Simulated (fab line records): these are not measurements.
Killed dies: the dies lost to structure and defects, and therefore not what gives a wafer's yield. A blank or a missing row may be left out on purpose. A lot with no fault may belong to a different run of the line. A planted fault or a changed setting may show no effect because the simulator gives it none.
Which tool is to blame? / flow n5-finfet / Sampling: 12 lots, 33 wafers, 2 of 1938 route steps

## WHAT EACH GAUGE READ, for each wafer
N5_WELL_APT_INSPECT_38: inspects for defects (darkfield). Usual: raw-defect-count at 14, with a standard deviation of 4.8.
lot=L799; measured=day 1 16:59; on=defect-inspect-02; raw-defect-count=13 13 11; flag=
lot=L800; measured=day 2 03:10; on=defect-inspect-01; raw-defect-count=16 15 23; flag=
lot=L802; measured=day 2 11:07; on=defect-inspect-02; raw-defect-count=11 12 14; flag=
lot=L803; measured=day 2 16:59; on=defect-inspect-02; raw-defect-count=14 9 14; flag=
lot=L804; measured=day 3 01:38; on=defect-inspect-01; raw-defect-count=12 16; flag=
lot=L805; measured=day 3 06:24; on=defect-inspect-02; raw-defect-count=10 16; flag=
lot=L811; measured=day 4 17:40; on=defect-inspect-02; raw-defect-count=13 10 12; flag=
lot=L812; measured=day 4 23:01; on=defect-inspect-01; raw-defect-count=16 18 14; flag=
lot=L814; measured=day 5 10:46; on=defect-inspect-02; raw-defect-count=9 12 12; flag=
lot=L818; measured=day 6 11:22; on=defect-inspect-01; raw-defect-count=5 15 11; flag=
lot=L820; measured=day 6 22:50; on=defect-inspect-01; raw-defect-count=6 11; flag=
lot=L821; measured=day 7 05:34; on=defect-inspect-02; raw-defect-count=15 6 12; flag=

## EACH LOT AND THE TOOL THAT RAN IT (in order: tool; ch and the chambers of the sampled wafers; start)
lot=L799; N5_WELL_APT_DESCUM_30=rie-diel-04 ch 0,1,3, day 1 15:08
lot=L800; N5_WELL_APT_DESCUM_30=rie-diel-05 ch 1,3, day 1 21:07
lot=L802; N5_WELL_APT_DESCUM_30=rie-diel-03 ch 0,1,3, day 2 09:16
lot=L803; N5_WELL_APT_DESCUM_30=rie-diel-05 ch 0,1,3, day 2 14:56
lot=L804; N5_WELL_APT_DESCUM_30=rie-diel-03 ch 1,2, day 2 23:29
lot=L805; N5_WELL_APT_DESCUM_30=rie-diel-05 ch 2, day 3 04:33
lot=L811; N5_WELL_APT_DESCUM_30=rie-diel-03 ch 0,1,2, day 4 15:31
lot=L812; N5_WELL_APT_DESCUM_30=rie-diel-05 ch 1,2,3, day 4 20:55
lot=L814; N5_WELL_APT_DESCUM_30=rie-diel-03 ch 0,2, day 5 08:55
lot=L818; N5_WELL_APT_DESCUM_30=rie-diel-03 ch 0,2,3, day 6 09:32
lot=L820; N5_WELL_APT_DESCUM_30=rie-diel-05 ch 2,3, day 6 21:00
lot=L821; N5_WELL_APT_DESCUM_30=rie-diel-03 ch 0,1,2, day 7 03:44
- N5_WELL_APT_DESCUM_30: chemistry O2, time 7.9 s.

## AS READ BY THE TOOLS THEMSELVES (means over the sampled wafers that have a number; for cases with no such wafer, the mark the record gives instead)
N5_WELL_APT_DESCUM_30. Usual: drypump-motor-current-A 5.6 A, standard deviation 0.37; oes-product-au 0.76 a.u., standard deviation 0.075; rf-vpp-V 243.2 V, standard deviation 1.5; showerhead-plenum-p-Torr 2.09 Torr, standard deviation 0.082; throttle-valve-pct 20.5 %, standard deviation 0.31.
lot=L799; tool=rie-diel-04; drypump-motor-current-A (A)=5.9; oes-product-au (a.u.)=0.74; rf-vpp-V (V)=241.8; showerhead-plenum-p-Torr (Torr)=2.00; throttle-valve-pct (%)=20.7; flag=
lot=L800; tool=rie-diel-05; drypump-motor-current-A (A)=5.3; oes-product-au (a.u.)=0.81; rf-vpp-V (V)=243.6; showerhead-plenum-p-Torr (Torr)=2.13; throttle-valve-pct (%)=20.4; flag=
lot=L802; tool=rie-diel-03; drypump-motor-current-A (A)=5.6; oes-product-au (a.u.)=0.72; rf-vpp-V (V)=243.5; showerhead-plenum-p-Torr (Torr)=2.11; throttle-valve-pct (%)=20.7; flag=
lot=L803; tool=rie-diel-05; drypump-motor-current-A (A)=5.5; oes-product-au (a.u.)=0.78; rf-vpp-V (V)=243.8; showerhead-plenum-p-Torr (Torr)=2.13; throttle-valve-pct (%)=20.5; flag=
lot=L804; tool=rie-diel-03; drypump-motor-current-A (A)=5.0; oes-product-au (a.u.)=0.69; rf-vpp-V (V)=244.6; showerhead-plenum-p-Torr (Torr)=2.17; throttle-valve-pct (%)=20.5; flag=
lot=L805; tool=rie-diel-05; drypump-motor-current-A (A)=5.8; oes-product-au (a.u.)=0.93; rf-vpp-V (V)=244.1; showerhead-plenum-p-Torr (Torr)=2.14; throttle-valve-pct (%)=20.0; flag=
lot=L811; tool=rie-diel-03; drypump-motor-current-A (A)=5.3; oes-product-au (a.u.)=0.69; rf-vpp-V (V)=243.1; showerhead-plenum-p-Torr (Torr)=2.13; throttle-valve-pct (%)=20.7; flag=
lot=L812; tool=rie-diel-05; drypump-motor-current-A (A)=5.5; oes-product-au (a.u.)=0.82; rf-vpp-V (V)=243.0; showerhead-plenum-p-Torr (Torr)=2.10; throttle-valve-pct (%)=20.3; flag=
lot=L814; tool=rie-diel-03; drypump-motor-current-A (A)=5.2; oes-product-au (a.u.)=0.68; rf-vpp-V (V)=243.3; showerhead-plenum-p-Torr (Torr)=2.12; throttle-valve-pct (%)=20.5; flag=
lot=L818; tool=rie-diel-03; drypump-motor-current-A (A)=5.5; oes-product-au (a.u.)=0.70; rf-vpp-V (V)=242.7; showerhead-plenum-p-Torr (Torr)=2.09; throttle-valve-pct (%)=20.6; flag=
lot=L820; tool=rie-diel-05; drypump-motor-current-A (A)=5.7; oes-product-au (a.u.)=0.80; rf-vpp-V (V)=242.4; showerhead-plenum-p-Torr (Torr)=2.05; throttle-valve-pct (%)=20.1; flag=
lot=L821; tool=rie-diel-03; drypump-motor-current-A (A)=5.3; oes-product-au (a.u.)=0.76; rf-vpp-V (V)=242.8; showerhead-plenum-p-Torr (Torr)=2.13; throttle-valve-pct (%)=20.6; flag=

## THE ANSWER, worked out from the rows above alone
Rule: lot off if the mean of its wafers having a number is beyond 3 standard deviations from the usual mean. Also off: a lot with no number at a reading for which 4 or more lots have one. Any other lot the step has rows for is counted as sound. After the gauges, taken in route order, come the tools' own readings; for these a lot's mean is taken, as printed above. At the first step where some lot is off, the reading lying furthest off is the one used; lots without a number count as furthest.
Nothing can be told from this: no lot is off at any reading shown.

## WHAT THE SIMULATOR HAD INSERTED
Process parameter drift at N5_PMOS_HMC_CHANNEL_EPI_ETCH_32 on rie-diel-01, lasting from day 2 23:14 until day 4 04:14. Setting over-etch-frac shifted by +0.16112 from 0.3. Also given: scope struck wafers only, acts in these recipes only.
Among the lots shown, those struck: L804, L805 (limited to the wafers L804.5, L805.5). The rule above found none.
